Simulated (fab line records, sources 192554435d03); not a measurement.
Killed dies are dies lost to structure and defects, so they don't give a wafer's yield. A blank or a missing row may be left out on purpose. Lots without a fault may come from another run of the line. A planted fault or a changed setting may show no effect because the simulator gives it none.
Chamber matching | flow n5_finfet | N5_BEOL_M9_DEP_56 on pecvd-03: 3 sister chambers
The step deposits SiCN from 3MS/NH3, target thk 15 nm, time 26.5 s. 6 wafers are shown with their chamber, then 11 later ones without.

WAFERS WITH THEIR CHAMBER
wafer  | chamber | showerhead_plenum_p_Torr (Torr) | throttle_valve_pct (%)
L088.1 | 1       | 3.680                           | 9.5
L088.2 | 2       | 3.659                           | 9.3
L088.4 | 0       | 3.638                           | 9.6
L088.5 | 2       | 3.660                           | 9.4
L088.6 | 1       | 3.681                           | 9.2
L089.1 | 0       | 3.637                           | 9.5

WAFERS WITHOUT THEIR CHAMBER
wafer  | showerhead_plenum_p_Torr (Torr) | throttle_valve_pct (%)
L089.5 | 3.646                           | 9.2
L089.6 | 3.681                           | 9.5
L093.1 | 3.658                           | 9.5
L093.2 | 3.682                           | 9.6
L093.3 | 3.641                           | 9.6
L093.4 | 3.683                           | 9.6
L093.5 | 3.658                           | 9.5
L093.6 | 3.646                           | 9.4
L097.1 | 3.679                           | 9.7
L097.4 | 3.643                           | 9.5
L097.5 | 3.678                           | 9.3

WHICH CHAMBER EACH WENT THROUGH
wafer  | from the rows above | in truth
L089.5 | 0                   | 0
L089.6 | 1                   | 1
L093.1 | 2                   | 2
L093.2 | 1                   | 1
L093.3 | 0                   | 0
L093.4 | 1                   | 1
L093.5 | 2                   | 2
L093.6 | 0                   | 0
L097.1 | 1                   | 1
L097.4 | 0                   | 0
L097.5 | 1                   | 1
Placed correctly: 11 of 11. Can't be placed from these rows: 0. Placed wrongly: 0.
How it was worked out, from the rows above alone: a wafer's distance from a chamber is the root of the sum, over the readings, of the square of ((its reading less the chamber's mean) divided by the reading's scatter). The wafer belongs to the nearest chamber; if the next one is less than 2 further off, it can't be placed. A chamber's mean is the mean of its shown wafers. The scatter: the root of (the sum of the squares of (reading less its chamber's mean) over the shown wafers, divided by (wafers less chambers)).
